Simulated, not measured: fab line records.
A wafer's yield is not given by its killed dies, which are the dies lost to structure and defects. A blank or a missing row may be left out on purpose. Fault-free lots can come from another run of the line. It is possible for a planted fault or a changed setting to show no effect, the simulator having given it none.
Chamber matching / flow n5_finfet / N5_BEOL_M0_SAQP_ETCH_49 on rie_diel-02: 4 sister chambers
The step etches SiO2 in CF4/O2, target depth 37 nm. 18 wafers are shown with their chamber, then 9 later ones without.

## WAFERS, EACH WITH ITS CHAMBER
wafer=L074.1; chamber=2; showerhead_plenum_p_Torr (Torr)=2.30; throttle_valve_pct (%)=15.92; oes_product_au (a.u.)=0.76
wafer=L074.3; chamber=1; showerhead_plenum_p_Torr (Torr)=2.26; throttle_valve_pct (%)=15.52; oes_product_au (a.u.)=0.96
wafer=L074.5; chamber=1; showerhead_plenum_p_Torr (Torr)=2.26; throttle_valve_pct (%)=15.52; oes_product_au (a.u.)=0.96
wafer=L076.1; chamber=2; showerhead_plenum_p_Torr (Torr)=2.30; throttle_valve_pct (%)=15.92; oes_product_au (a.u.)=0.74
wafer=L076.2; chamber=0; showerhead_plenum_p_Torr (Torr)=2.17; throttle_valve_pct (%)=15.61; oes_product_au (a.u.)=0.98
wafer=L076.4; chamber=3; showerhead_plenum_p_Torr (Torr)=2.15; throttle_valve_pct (%)=16.15; oes_product_au (a.u.)=0.80
wafer=L077.2; chamber=3; showerhead_plenum_p_Torr (Torr)=2.15; throttle_valve_pct (%)=16.14; oes_product_au (a.u.)=0.80
wafer=L077.5; chamber=3; showerhead_plenum_p_Torr (Torr)=2.15; throttle_valve_pct (%)=16.14; oes_product_au (a.u.)=0.81
wafer=L077.6; chamber=2; showerhead_plenum_p_Torr (Torr)=2.30; throttle_valve_pct (%)=15.94; oes_product_au (a.u.)=0.75
wafer=L081.2; chamber=1; showerhead_plenum_p_Torr (Torr)=2.25; throttle_valve_pct (%)=15.54; oes_product_au (a.u.)=0.93
wafer=L081.5; chamber=1; showerhead_plenum_p_Torr (Torr)=2.25; throttle_valve_pct (%)=15.54; oes_product_au (a.u.)=0.93
wafer=L081.6; chamber=2; showerhead_plenum_p_Torr (Torr)=2.30; throttle_valve_pct (%)=15.94; oes_product_au (a.u.)=0.75
wafer=L082.2; chamber=2; showerhead_plenum_p_Torr (Torr)=2.30; throttle_valve_pct (%)=15.96; oes_product_au (a.u.)=0.75
wafer=L082.3; chamber=0; showerhead_plenum_p_Torr (Torr)=2.17; throttle_valve_pct (%)=15.63; oes_product_au (a.u.)=0.95
wafer=L082.5; chamber=1; showerhead_plenum_p_Torr (Torr)=2.25; throttle_valve_pct (%)=15.54; oes_product_au (a.u.)=0.92
wafer=L083.3; chamber=3; showerhead_plenum_p_Torr (Torr)=2.14; throttle_valve_pct (%)=16.17; oes_product_au (a.u.)=0.79
wafer=L083.4; chamber=1; showerhead_plenum_p_Torr (Torr)=2.25; throttle_valve_pct (%)=15.55; oes_product_au (a.u.)=0.91
wafer=L083.5; chamber=2; showerhead_plenum_p_Torr (Torr)=2.30; throttle_valve_pct (%)=15.94; oes_product_au (a.u.)=0.74

SIGNATURES (means of the wafers above)
reading=showerhead_plenum_p_Torr; chamber 0=2.1700; chamber 1=2.2533; chamber 2=2.3000; chamber 3=2.1475; scatter within a chamber=0.00386
reading=throttle_valve_pct; chamber 0=15.6200; chamber 1=15.5350; chamber 2=15.9367; chamber 3=16.1500; scatter within a chamber=0.0138
reading=oes_product_au; chamber 0=0.9650; chamber 1=0.9350; chamber 2=0.7483; chamber 3=0.8000; scatter within a chamber=0.0148
Rule: for a wafer and a chamber, the distance is found by dividing, reading by reading, the gap between the wafer's reading and the chamber's mean by the reading's scatter, squaring, summing and taking the root. The wafer belongs to the nearest chamber; if the next one is less than 2 further off, it can't be placed. The scatter: take each reading less its chamber's mean, square it, sum over the shown wafers, divide by the number of wafers less the number of chambers, and take the root.

## WAFERS WITH NO CHAMBER GIVEN
wafer=L087.1; showerhead_plenum_p_Torr (Torr)=2.14; throttle_valve_pct (%)=16.18; oes_product_au (a.u.)=0.79
wafer=L087.4; showerhead_plenum_p_Torr (Torr)=2.29; throttle_valve_pct (%)=15.96; oes_product_au (a.u.)=0.74
wafer=L087.6; showerhead_plenum_p_Torr (Torr)=2.25; throttle_valve_pct (%)=15.57; oes_product_au (a.u.)=0.90
wafer=L095.4; showerhead_plenum_p_Torr (Torr)=2.14; throttle_valve_pct (%)=16.22; oes_product_au (a.u.)=0.77
wafer=L095.5; showerhead_plenum_p_Torr (Torr)=2.29; throttle_valve_pct (%)=15.99; oes_product_au (a.u.)=0.71
wafer=L095.6; showerhead_plenum_p_Torr (Torr)=2.16; throttle_valve_pct (%)=15.68; oes_product_au (a.u.)=0.89
wafer=L096.2; showerhead_plenum_p_Torr (Torr)=2.15; throttle_valve_pct (%)=15.69; oes_product_au (a.u.)=0.88
wafer=L096.3; showerhead_plenum_p_Torr (Torr)=2.29; throttle_valve_pct (%)=16.00; oes_product_au (a.u.)=0.72
wafer=L096.6; showerhead_plenum_p_Torr (Torr)=2.15; throttle_valve_pct (%)=15.69; oes_product_au (a.u.)=0.88

## CHAMBER TAKEN BY EACH
wafer=L087.1; from the rows above=3; in truth=3
wafer=L087.4; from the rows above=2; in truth=2
wafer=L087.6; from the rows above=1; in truth=1
wafer=L095.4; from the rows above=3; in truth=3
wafer=L095.5; from the rows above=2; in truth=2
wafer=L095.6; from the rows above=0; in truth=0
wafer=L096.2; from the rows above=0; in truth=0
wafer=L096.3; from the rows above=2; in truth=2
wafer=L096.6; from the rows above=0; in truth=0
Correctly placed: 9 of 9. Not placeable from these rows: 0. Placed wrongly: 0.
